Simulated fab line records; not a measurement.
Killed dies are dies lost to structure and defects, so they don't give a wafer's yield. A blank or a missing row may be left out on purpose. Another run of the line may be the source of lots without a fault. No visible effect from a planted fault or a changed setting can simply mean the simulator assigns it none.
Problem report in the 8D (eight disciplines) form, filled by code + flow n5Finfet + the parts of the form that need people (team, actions taken, sign-off) are left out

== 1. WHAT IS WRONG ==
N5_FIN_SAQP_INSPECT_40, rawDefectCount: mean 977 over 1 wafer from 1 lot; wafers with no fault: 224, standard deviation 66. Relative to the usual mean, that is a shift of +11 standard deviations.
The step: inspects for defects (brightfield).
Earliest sighting: wafer L531.5 on defectInspect-01 at day 5 22:13. The record holds 24 wafers of 8 lots with a number at this step. By rule, "out" or "out of limits" means more than 4 standard deviations away from the usual mean. The rest of the wafers with a number are treated as sound.

== 2. WHAT IT IS, WHAT IT ISN'T ==
| question                    | is               | is not                                                                          |
|-----------------------------|------------------|---------------------------------------------------------------------------------|
| which readings at this step | rawDefectCount   | -                                                                               |
| which lots                  | L531             | L517, L518, L520, L526, L537, L538, L539                                        |
| which wafers of those lots  | L531.5           | L531.1, L531.2                                                                  |
| read on which gauges        | defectInspect-01 | defectInspect-02                                                                |
| when                        | from day 5 22:13 | up to then (14 sound wafers); but 9 sound wafers of L537, L538, L539 came after |

== 3. THE SUSPECTS, EACH WITH WHAT RULES IT OUT ==
Counting: if a tool at a process step up to the reading ran every lot that is out, it stays a suspect. Sound lots after the first of them don't rule it out here, since some wafers of a struck lot are sound.
- the gauge at N5_FIN_SAQP_INSPECT_40 is ruled out. All the wafers that are out were read on defectInspect-01, but those of them that N5_FIN_CUT_INSPECT_17 has rows for are out there too, on other tools.
- vaporEtch-01 at N5_FIN_SAQP_RECESS_71 (chemistry HF/NH3, target SiO2, target depth 3 nm, afs cycles 1, sublimation time 60 s): kept. The lot that is out, L531, ran on it at day 5 20:47; the last sound lot it ran before that was L520, at day 3 01:24.
- rieDiel-04 at N5_FIN_SAQP_HM_OPEN_33 (chemistry CH3F/O2, target SiNx, target depth 49.4 nm, time 70.6 s): kept. The lot that is out, L531, ran on it at day 5 21:41; the last sound lot it ran before that was L517, at day 2 08:04.
- rieSi-02 at N5_FIN_SAQP_FIN_ETCH_36 (etches the open film in HBr/Cl2/O2, target depth 120 nm, time 50.4 s): kept. The lot that is out, L531, ran on it at day 5 21:58; the last sound lot it ran before that was L526, at day 4 13:41.
- In rieDiel-04 at N5_FIN_SAQP_HM_OPEN_33, the wafers that are out were processed in chamber 3 and their sound lot-mates in chambers 0, 2.
- In rieSi-02 at N5_FIN_SAQP_FIN_ETCH_36, the wafers that are out were processed in chamber 0 and their sound lot-mates in chambers 2, 3.
The count leaves vaporEtch-01 at N5_FIN_SAQP_RECESS_71, rieDiel-04 at N5_FIN_SAQP_HM_OPEN_33, and rieSi-02 at N5_FIN_SAQP_FIN_ETCH_36.

== 4. THE CAUSE (what the simulator had put in) ==
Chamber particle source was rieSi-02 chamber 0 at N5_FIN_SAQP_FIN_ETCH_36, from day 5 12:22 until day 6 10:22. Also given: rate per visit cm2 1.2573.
Counting left 3 suspects, and this tool is among them.

== 5. SEQUENCE OF EFFECTS, ordered by route ==
Each row: a reading where the mean over the struck wafers with a number is more than 3 standard deviations away from the usual. Readings are gone through only where the record gives a usual standard deviation; hours: the median, over the lots, of the time from a lot's start at the first step in this table giving one to that lot's start at this step; sigmas: the change measured in usual standard deviations.
| hours | step                    | reading             | usual  | on struck wafers | change | sigmas |
|-------|-------------------------|---------------------|--------|------------------|--------|--------|
| 0     | N5_FIN_SAQP_INSPECT_40  | rawDefectCount      | 224    | 977              | +753   | +11    |
| 1     | N5_FIN_CUT_INSPECT_10   | rawDefectCount      | 41     | 821              | +780   | +65    |
| 2     | N5_FIN_CUT_INSPECT_17   | rawDefectCount      | 225    | 1004             | +779   | +11    |
| 272   | N5_PASSIVATION_PROBE_49 | defectLimitedYield  | 91.0 % | 80.2             | -10.8  | -7.2   |
| 272   | N5_PASSIVATION_PROBE_49 | killedAtFrontEnd    | 39     | 169              | +130   | +12    |
| 272   | N5_PASSIVATION_PROBE_49 | killedDies          | 106    | 234              | +128   | +7.5   |
| 272   | N5_PASSIVATION_PROBE_49 | sort_bin_5_function | 5.3 %  | 12.7             | +7.4   | +7.4   |
| 272   | N5_PASSIVATION_PROBE_49 | sortNPass           | 1074   | 946              | -128   | -7.5   |
| 272   | N5_PASSIVATION_PROBE_49 | sortYieldPct        | 91.0 % | 80.2             | -10.8  | -7.2   |
Here are the process steps it includes:
- N5_PASSIVATION_PROBE_49
At these later measuring or inspecting steps, every struck wafer for which the step has a row has a number for every such reading, and none has moved that far: N5_FIN_CUT_OVL_MEAS_09, N5_BEOL_M4_RC_MEAS_101.

== 6. WHAT WOULD HAVE CAUGHT IT SOONER ==
The first out-of-limits reading at a measuring or inspecting step in this record came at day 5 22:13, 10 hours after the fault's start at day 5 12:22.
Tool readings at N5_FIN_SAQP_FIN_ETCH_36 with a usual standard deviation given in the record: none out on any struck wafer, hence no alarm at a limit of 4 standard deviations on them.
Each of the lots that are out, 1 in all, had begun N5_FIN_SAQP_FIN_ETCH_36 on rieSi-02 no later than day 5 22:13. A hold on the tool at that time would have spared none of them.
